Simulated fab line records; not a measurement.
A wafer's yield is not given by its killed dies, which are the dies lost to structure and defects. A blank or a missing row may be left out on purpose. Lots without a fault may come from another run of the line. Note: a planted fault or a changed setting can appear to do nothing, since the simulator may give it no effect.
A struck lot beside a sound one -- flow n5Finfet -- 13 out of 1938 route steps
Sound: wafers L569.2, L569.4, L569.5. Struck: wafer L575.6; the same lot's L575.3 was not struck, so it is left out; see the end for the cause.
Per side, at each step with rows, come the tool, then ch with its chambers, and then its first start. Under that, the readings that differ: sound wafers -- struck wafers -- difference of the means -- sigmas: that difference in standard deviations of wafers without a fault.
alike: same words and numbers on both sides, and readings whose means sit less than 2 such deviations apart. not compared: any withheld reading, any reading some wafer has no value for, any bound like >300 that may hide the same value, and any number with overlapping values for which the record gives no deviation.
A row with sigmas, a row that says differs or no value, or rows on one side alone: a step with any of these is where the two part. Non-overlapping numbers with no deviation appear without sigmas and do not part them. A reading missing from all wafers of one side parts the sides only when that side holds two or more wafers.

N5_MOL_CONTACT_COAG_SPUTTER_143: material Co, target thk 2.5 nm.
  sound on pvdSputter-03 at day 6 11:23; struck on pvdSputter-02 at day 8 00:50
  alike: throttleValvePct
N5_MOL_CONTACT_COAG_CO_FILL_22: material Co, precursor CCTBA/H2, target thk 20 nm.
  sound on cvdCo-01 ch 0,2, day 6 11:30; struck on cvdCo-01 ch 0, day 8 01:14
  alike: heaterPowerW
then, 1 step without rows for these wafers: N5_MOL_CONTACT_COAG_ANNEAL_113 (time 300 s).
N5_MOL_CONTACT_COAG_PRE_CLEAN_142: time 60 s.
  sound on pvdSputter-01 at day 6 14:19; struck on pvdSputter-01 at day 8 04:00
  alike: heaterPowerW
then, 3 steps without rows for these wafers: N5_MOL_CONTACT_COAG_SPUTTER_130 (material Co, target thk 47.5 nm); N5_MOL_CONTACT_COAG_PRECLEAN_125 (cleans in DIW, time 57.5 s); N5_MOL_CONTACT_COAG_SRD_126 (dry time 32 s).
N5_MOL_CONTACT_COAG_CMP_23: polishes, stops on SiO2, t overpolish 1.5 s, target thk 0 nm.
  sound on cmp-04 ch 2,3, day 6 14:33; struck on cmp-01 ch 3, day 8 04:21
reading,sound,struck,difference,sigmas
timeToEndpointS (s),10.0 14.6 10.8,7.4,-4.4,-2
  alike: motorCurrentA, overpolishRunS
then, 2 steps without rows for these wafers: N5_MOL_CONTACT_COAG_WET_ETCH_26 (target Co, target depth 13 nm); N5_MOL_CONTACT_COAG_WET_ETCH_116 (etches the open film in SC1-inhibited, target depth 4.6 nm, rinse time 30 s).
N5_MOL_CONTACT_COAG_ALD_27: deposits SiOC, target thk 17 nm, pulse time 1.5 s, time 2720 s.
  sound on aldSin-04 ch 0,2,3, day 6 15:30; struck on aldSin-04 ch 2, day 8 05:04
reading,sound,struck,difference,sigmas
aldCycles,340 340 340,506,+166,
precursorPulseHeightRel,1.019 1.009 1.008,0.971,-0.041,-2
runLengthS (s),2770.9 2769.3 2770.2,4097.8,+1327.7,+99 or more
timeS (s),2720 2720 2720,4048,+1328,
model.SiOC_of_MOL_CONTACT_COAG_ALD_27.thkNm (nm),17 17 17,25.2,+8.2,
  alike: heaterPowerW
N5_MOL_CONTACT_COAG_CMP_28: polishes, stops on SiNx, t overpolish 0.85 s, target thk 14.522 nm.
  sound on cmp-04 ch 0,2,3, day 6 17:09; struck on cmp-02 ch 3, day 8 06:44
  alike: motorCurrentA
-- a jump in the record: the struck wafers' starts before and after are 3 days apart (it breaks off in module MOL_CONTACT_COAG and resumes in module BEOL_M4, where the first step shown is number 1111 of the route) --
N5_BEOL_M4_RC_MEAS_101:
  sound on prober-02 ch 0, day 9 10:46; struck on prober-02 ch 0, day 11 07:14
  alike: DIBL_N, DIBL_P, IOFF_N, IOFF_P, ION_N, ION_P, SS_N, SS_P, VT_N, VT_P

## WHERE THEY PART
At N5_MOL_CONTACT_COAG_CMP_23 first; at N5_MOL_CONTACT_COAG_ALD_27 last (within this record only). Later steps at which nothing parts them and some readings are alike: N5_MOL_CONTACT_COAG_CMP_28, N5_BEOL_M4_RC_MEAS_101.

WHY: the cause the simulator had injected
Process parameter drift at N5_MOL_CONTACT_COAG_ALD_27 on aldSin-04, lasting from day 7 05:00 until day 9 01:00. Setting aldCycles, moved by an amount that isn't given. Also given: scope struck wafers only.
